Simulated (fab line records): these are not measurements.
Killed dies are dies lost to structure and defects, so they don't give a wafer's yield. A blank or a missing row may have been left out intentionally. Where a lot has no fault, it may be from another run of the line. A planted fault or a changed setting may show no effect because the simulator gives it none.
Split-lot experiment	flow n5_finfet	route with 1938 steps; 7 lots, 21 wafers read

== THE SPLIT ITSELF ==
At N5_BEOL_M10_VIA_ETCH_34 (etches SiCOH lowk in C4F6/O2, target depth 184.5 nm, time 69.2 s), the setting time_s was moved away from the recipe's 69.2 s on 6 of the 21 wafers read, by -21.7% to -13.3%. All remaining wafers had this setting at the recipe value.

The reading is taken at the split's own step.

== THE READING ==
SOC_of_BEOL_M10_COAT_63.thk_nm (the simulator's own value, which no gauge read), in nm, at N5_BEOL_M10_VIA_ETCH_34 (etches SiCOH lowk in C4F6/O2, target depth 184.5 nm, time 69.2 s). The file does not state a usual value for it. Here, 15 wafers ran the recipe; their average is 92.2 nm with a standard deviation of 0.31 nm.

wafer	tool, chamber at the split	time_s as run, s	against the recipe	SOC_of_BEOL_M10_COAT_63.thk_nm, nm	against lot-mates on the recipe
L075.1	rie_diel-05, 3	69.2	recipe	92.4	-
L075.4	rie_diel-05, 1	69.2	recipe	92.2	-
L075.5	rie_diel-05, 2	69.2	recipe	92.4	-
L079.4	rie_diel-05, 2	60.03	-13.3%	92.6	+0.8
L079.5	rie_diel-05, 1	60.03	-13.3%	92.6	+0.8
L079.6	rie_diel-05, 0	69.2	recipe	91.8	-
L085.2	rie_diel-01, 3	69.2	recipe	92.6	-
L085.3	rie_diel-01, 1	69.2	recipe	92.2	-
L085.6	rie_diel-01, 2	69.2	recipe	92.2	-
L092.2	rie_diel-01, 2	69.2	recipe	92.4	-
L092.3	rie_diel-01, 0	69.2	recipe	92.4	-
L092.4	rie_diel-01, 1	55.42	-19.9%	93.8	+1.4
L093.4	rie_diel-04, 1	54.47	-21.3%	93.6	+1.7
L093.5	rie_diel-04, 0	69.2	recipe	91.8	-
L093.6	rie_diel-04, 2	69.2	recipe	92	-
L095.1	rie_diel-04, 2	69.2	recipe	92.8	-
L095.4	rie_diel-04, 2	69.2	recipe	92.4	-
L095.5	rie_diel-04, 1	69.2	recipe	92.4	-
L097.2	rie_diel-01, 3	54.17	-21.7%	93	+1.4
L097.3	rie_diel-01, 0	54.17	-21.7%	93.8	+2.2
L097.5	rie_diel-01, 0	69.2	recipe	91.6	-

THE FIT
A straight line over all 21 wafers: SOC_of_BEOL_M10_COAT_63.thk_nm changes by -0.0568 nm for each +1% of time_s; r = -0.83; the points scatter about the line by 0.35 nm.
The same after taking each lot's own level away (the mean of its wafers on the recipe; 21 wafers): -0.0768 nm for each +1%; r = -0.96; scatter 0.2 nm.
On that fit, the largest move of time_s shifts the reading by 1.7 nm.
Across the lots, their own levels run from 91.60 to 92.53 nm, a range of 3.0 times the standard deviation given above.
In other words, the slope is changed by the lot-to-lot level; the two fits disagree.
Check: +1.73 nm against its lot-mates is what the line predicts for one of the wafers moved furthest among these (-21.7%) when that wafer is left out of the fit. Against them it came out at +1.4 nm.

== OTHER SPLITS ON THESE WAFERS ==
Note: prior to the reading, these wafers also went through further splits. Each is held against what the fit with the lots' levels taken away leaves over:
other split on the same wafers	wafers away from the commonest value	r with SOC_of_BEOL_M10_COAT_63.thk_nm (lot level and that fit taken away)
N5_BEOL_M7_COAT_05 spin_rpm	6	+0.21
N5_BEOL_M7_ETCH_66 time_s	6	-0.35
N5_BEOL_M7_VIA_ETCH_34 source_w	7	+0.11
N5_BEOL_M9_ETCH_66 bias_w	9	-0.22
N5_BEOL_M9_TRENCH_ETCH_37 source_w	10	+0.21

== THE WHOLE CHAIN: every reading that the file lists as answering this split, in the file's order ==
step	what it does	reading	change (the file's fit)	r (the file's)
N5_BEOL_M10_VIA_ETCH_34	etches SiCOH lowk in C4F6/O2, target depth 184.5 nm, time 69.2 s	etch.depth_nm (the simulator's own value, which no gauge read)	+1.86 nm for each +1% of the setting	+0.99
N5_BEOL_M10_VIA_ETCH_34	etches SiCOH lowk in C4F6/O2, target depth 184.5 nm, time 69.2 s	SOC_of_BEOL_M10_COAT_63.thk_nm (the simulator's own value, which no gauge read)	-0.076 nm for each +1% of the setting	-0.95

== THE FILE'S OWN FIT ==
SOC_of_BEOL_M10_COAT_63.thk_nm changes by -0.076 nm for each +1% of time_s, r = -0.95.
